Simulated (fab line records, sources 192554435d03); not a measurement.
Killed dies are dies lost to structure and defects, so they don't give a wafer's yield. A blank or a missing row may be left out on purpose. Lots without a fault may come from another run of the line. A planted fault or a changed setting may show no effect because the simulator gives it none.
Split-lot experiment | flow n5_finfet | 7 lots, 21 wafers read, on a route of 1938 steps

THE SPLIT
At N5_BEOL_M13_ETCH_59 (etches BARC in N2/H2, target depth 89 nm, overetch 26.7 nm, time 67.9 s), the setting bias_w was moved away from the recipe's 150 W on 4 of the 21 wafers read, by -17.9% to +14.7%. The other wafers ran this setting at the recipe's value.

The reading is taken at the split's own step.

THE READING
rf_vpp_V, in V, at N5_BEOL_M13_ETCH_59 (etches BARC in N2/H2, target depth 89 nm, overetch 26.7 nm, time 67.9 s). Fault-free wafers of this fab line usually give 524 V, standard deviation 3.1 V.

wafer  | tool, chamber at the split | bias_w as run, W | against the recipe | rf_vpp_V, V | against lot-mates on the recipe
L080.1 | rie_diel-05, 1             | 150              | recipe             | 522         | -
L080.2 | rie_diel-05, 3             | 150              | recipe             | 521         | -
L080.5 | rie_diel-05, 3             | 150              | recipe             | 520         | -
L087.1 | rie_diel-03, 2             | 150              | recipe             | 525         | -
L087.2 | rie_diel-03, 3             | 150              | recipe             | 529         | -
L087.4 | rie_diel-03, 0             | 150              | recipe             | 523         | -
L090.1 | rie_diel-05, 0             | 150              | recipe             | 522         | -
L090.5 | rie_diel-05, 3             | 150              | recipe             | 522         | -
L090.6 | rie_diel-05, 2             | 150              | recipe             | 527         | -
L091.1 | rie_diel-04, 1             | 150              | recipe             | 520         | -
L091.5 | rie_diel-04, 2             | 123.1            | -17.9%             | 465         | -56
L091.6 | rie_diel-04, 1             | 150              | recipe             | 522         | -
L093.1 | rie_diel-05, 3             | 150              | recipe             | 521         | -
L093.2 | rie_diel-05, 2             | 150              | recipe             | 529         | -
L093.5 | rie_diel-05, 2             | 150              | recipe             | 527         | -
L095.1 | rie_diel-04, 1             | 164.3            | +9.5%              | 552         | +30
L095.3 | rie_diel-04, 3             | 150              | recipe             | 523         | -
L095.6 | rie_diel-04, 1             | 150              | recipe             | 521         | -
L096.1 | rie_diel-03, 3             | 172.1            | +14.7%             | 577         | +50
L096.3 | rie_diel-03, 0             | 172.1            | +14.7%             | 571         | +44
L096.6 | rie_diel-03, 2             | 150              | recipe             | 527         | -

THE FIT
A straight line over all 21 wafers: rf_vpp_V changes by +3.31 V for each +1% of bias_w; r = +0.99; the points scatter about the line by 3.1 V.
The same after taking each lot's own level away (the mean of its wafers on the recipe; 21 wafers): +3.16 V for each +1%; r = +0.99; scatter 2.2 V.
On that fit, the largest move of bias_w shifts the reading by 57 V.
The lots' own levels span 521.0 to 527.0 V, that is 1.9 times the standard deviation above.
So the lot-to-lot level changes the slope little: the two slopes agree.
Check: with one of the wafers moved furthest among these (-17.9%) left out of the fit, the line predicts -57.1 V for it against its lot-mates. It came out at -56 V against them.
Tool readings at the split's step, against how far the setting was moved: rf_vpp_V r = +0.99.

THE FILE'S OWN FIT
rf_vpp_V changes by +3.16 V for each +1% of bias_w, r = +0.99.
